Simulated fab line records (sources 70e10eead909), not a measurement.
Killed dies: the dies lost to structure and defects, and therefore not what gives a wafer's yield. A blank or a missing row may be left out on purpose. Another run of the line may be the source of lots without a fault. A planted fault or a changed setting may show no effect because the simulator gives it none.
Struck lot and sound lot, side by side ; flow nand-harc ; 31 steps out of a route of 1159
Sound: the wafers L474.2, L474.3, L474.4. Struck: wafer L483.1. The cause is given at the end.
At each step with rows: each side's tool, then ch and its chambers, then its first start. Under that, the readings that differ: sound wafers ; struck wafers ; difference of the means ; sigmas: that difference in standard deviations of wafers without a fault.
alike: a reading whose means differ by less than 2 such deviations, as well as words and numbers matching on both sides. not compared: withheld readings; readings where some wafer has no value; bounds like >300 that might hide an equal value; numbers whose values overlap and for which the record gives no deviation.
Wherever a step has rows on one side only, a row that says differs or no value, or a row with sigmas, the two part there. Non-overlapping numbers with no deviation appear without sigmas and do not part them. A reading missing from all wafers of one side parts the sides only when that side holds two or more wafers.

NHARC_A_BLC_CD_MEAS_10: target cd 100 nm.
  sound on cd-sem-01 ch 0, day 18 01:59; struck on cd-sem-01 ch 0, day 22 04:55
  alike: cd-nm
NHARC_A_BLC_OVL_MEAS_11:
  sound on overlay-02 at day 18 02:04; struck on overlay-01 at day 22 05:01
  alike: overlay-x-nm, overlay-y-nm
NHARC_A_BLC_INSPECT_12:
  sound on defect-inspect-02 at day 18 02:06; struck on defect-inspect-01 at day 22 05:04
  alike: raw-defect-count
then, 1 step without rows for these wafers: NHARC_A_BLC_DESCUM_15 (chemistry O2, time 3 s).
NHARC_A_BLC_ETCH_16: etches the open film in CF4, target depth 39 nm, time 65 s.
  sound on rie-diel-06 ch 1,2, day 18 02:16; struck on rie-diel-06 ch 2, day 22 05:13
  alike: cf4-flow-sccm, drypump-motor-current-A, mfc-ar-sccm, oes-product-au, rf-vpp-V, showerhead-plenum-p-Torr, throttle-valve-pct
  not compared: rf-hours-counter-h
NHARC_A_BLC_ETCH_17: etches the open film in N2/H2, target depth 390 nm, time 609.38 s.
  sound on rie-diel-06 ch 0,1; struck on rie-diel-06 ch 1
  alike: drypump-motor-current-A, mfc-ar-sccm, oes-product-au, rf-vpp-V, showerhead-plenum-p-Torr, throttle-valve-pct
  not compared: rf-hours-counter-h
NHARC_A_BLC_ETCH_18: etches the open film in C4F8/O2/Ar, target depth 910 nm.
  sound on rie-diel-06 ch 0,1,2; struck on rie-diel-06 ch 1
  alike: oes-product-au, rf-vpp-V
  not compared: rf-hours-counter-h
NHARC_A_BLC_CD_MEAS_19:
  sound on cd-sem-03 at day 18 03:19; struck on cd-sem-01 at day 22 06:05
  alike: cd-nm
then, 4 steps without rows for these wafers: NHARC_A_BLC_STRIP_29 (strips in CF4); NHARC_A_BLC_STRIP_21 (strips in O2); NHARC_A_BLC_STRIP_22 (strips in post etch residue remover, time 600 s); NHARC_A_BLC_DEGAS_30 (time 60 s).
NHARC_A_BLC_PRE_CLEAN_31: time 15 s.
  sound on pvd-sputter-01 at day 18 03:58; struck on pvd-sputter-02 at day 22 06:45
NHARC_A_BLC_PVD_32: deposits Ti, target thk 5 nm, time 17.7 s.
  sound on pvd-sputter-01; struck on pvd-sputter-02
  alike: throttle-valve-pct
then, 2 steps without rows for these wafers: NHARC_A_BLC_ALD_23 (deposits TiN, target thk 3 nm, pulse time 1 s, ald cycles 150); NHARC_A_BLC_CVD_24 (deposits W, target thk 150 nm, time 434 s).
NHARC_A_BLC_CMP_25: polishes, t overpolish 30 s, target thk 150 nm.
  sound on cmp-04 ch 0,1,3, day 18 19:07; struck on cmp-03 ch 2, day 22 09:54
  alike: edge-zone-pressure-frac, motor-current-A, overpolish-run-s, time-to-endpoint-s
then, 11 steps without rows for these wafers: NHARC_A_BLC_SRD_27; NHARC_A_M0_DEP_00 (deposits SiOC, target thk 150 nm); NHARC_A_M0_DEHYDRATE_01 (time 120 s); NHARC_A_M0_HMDS_02 (time 30 s); NHARC_A_M0_COAT_33 (time 65 s); NHARC_A_M0_COAT_03 (resist thk 90 nm); NHARC_A_M0_SOFTBAKE_04 (time 55 s); NHARC_A_M0_EBR_05; NHARC_A_M0_EXPOSE_06 (exposes mask A M0, target cd 80 nm); NHARC_A_M0_PEB_07 (peb time 65 s); NHARC_A_M0_DEVELOP_08 (develop time 35 s).
NHARC_A_M0_CD_MEAS_09: target cd 80 nm.
  sound on cd-sem-01 ch 0, day 18 20:26; struck on cd-sem-01 ch 0, day 22 11:00
reading;sound;struck;difference;sigmas
cd-nm (nm);79.7 79.9 80.4;78.7;-1.3;-3
NHARC_A_M0_OVL_MEAS_10: pitch 160 nm.
  sound on overlay-02 at day 18 20:31; struck on overlay-02 at day 22 11:05
reading;sound;struck;difference;sigmas
overlay-x-nm (nm);-1.6 -1.4 -1.2;1.5;+2.9;+3
  alike: overlay-y-nm
-- the record jumps here: 2 days lie between the struck wafers' starts before and after (it left off in module A_M0 and takes up again in module END, whose first step shown is number 1159 of the route) --
NHARC_END_SORT_01:
  sound on prober-02 ch 0, day 20 21:16; struck on prober-01 ch 0, day 24 15:56
reading;sound;struck;difference;sigmas
killed-at-array;23 15 20;85;+66;+6
killed-dies;25 17 25;86;+64;+6
  alike: killed-at-other, killed-at-periphery, killed-open, killed-short

== WHERE THEY PART ==
First at NHARC_A_M0_CD_MEAS_09; last, within this record, at NHARC_END_SORT_01.

WHY: the cause the simulator had injected
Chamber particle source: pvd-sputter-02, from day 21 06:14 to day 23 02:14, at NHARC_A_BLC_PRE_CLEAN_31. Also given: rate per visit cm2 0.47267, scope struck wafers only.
